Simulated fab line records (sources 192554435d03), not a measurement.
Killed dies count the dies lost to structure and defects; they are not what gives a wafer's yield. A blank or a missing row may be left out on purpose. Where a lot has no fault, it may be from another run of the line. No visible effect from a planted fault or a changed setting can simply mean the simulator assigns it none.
2 desks looking at one fault / flow n5-finfet / what lay behind the numbers comes last; until then each desk has only its own

AT THE METROLOGY DESK
What the gauges read, lot by lot, whatever tool the lot ran on: means of the sampled wafers that have a number. Marked OUT: a lot whose mean sits more than 4 standard deviations from the usual mean, which makes it out of limits; the brackets give that distance.
Columns: A = M6_ILD_THK at N5_BEOL_M6_THK_MEAS_01, usual 154.8 nm
lot=L529; first seen here=day 9 09:05; A=153.3
lot=L528; first seen here=day 9 14:40; A=155.0
lot=L530; first seen here=day 9 16:51; A=152.5
lot=L532; first seen here=day 10 04:13; A=152.3
lot=L533; first seen here=day 10 04:55; A=154.1
lot=L538; first seen here=day 12 01:26; A=154.8
lot=L540; first seen here=day 12 01:37; A=156.0
lot=L541; first seen here=day 12 09:43; A=153.2
lot=L546; first seen here=day 13 04:32; A=154.9
lot=L548; first seen here=day 14 08:46; A=155.9
lot=L549; first seen here=day 14 14:25; A=154.0
lot=L551; first seen here=day 14 20:44; A=154.5
This desk's finding: nothing out of limits on any of the 12 lots.

TOOL OWNER'S DESK, litho-track-02
The tool's own readings at N5_BEOL_M6_COAT_05 (resist thk 90 nm): means of the sampled wafers that have a number, for each lot that ran on this tool. Marked OUT: a lot whose mean sits more than 4 standard deviations from the usual mean, which makes it out of limits; the brackets give that distance.
Columns: A = dispense-pressure-kPa at N5_BEOL_M6_COAT_05, usual 47.8 kPa; B = spin-speed-rpm at N5_BEOL_M6_COAT_05, usual 1500.0 rpm
lot=L529; first seen here=day 9 09:43; A=47.0; B=1499.0
lot=L530; first seen here=day 9 17:59; A=47.0; B=1500.1
lot=L538; first seen here=day 12 02:33; A=47.0; B=1459.3 (-41) OUT
lot=L540; first seen here=day 12 02:43; A=47.0; B=1459.3 (-41) OUT
This desk finds L538, L540 out of limits, L538 being first, at day 12 02:33 (spin-speed-rpm at N5_BEOL_M6_COAT_05). L529, L530: within limits.

BROUGHT TOGETHER
On L538, L540, at day 12 02:33, an alarm was possible from the tool owner's desk.
At the metrology desk, nothing out of limits was observed.
The metrology desk has L538, L540 on record, within its limits.
Every lot named ran N5_BEOL_M6_COAT_05 on litho-track-02.

WHAT HAD BEEN PUT IN BY THE SIMULATOR
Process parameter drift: litho-track-02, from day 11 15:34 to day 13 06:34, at N5_BEOL_M6_COAT_05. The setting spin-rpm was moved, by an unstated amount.
Shown lots that were struck: L538, L540.
Time in hours from fault onset to the first out-of-limits reading at each desk: the tool owner's desk, 11.
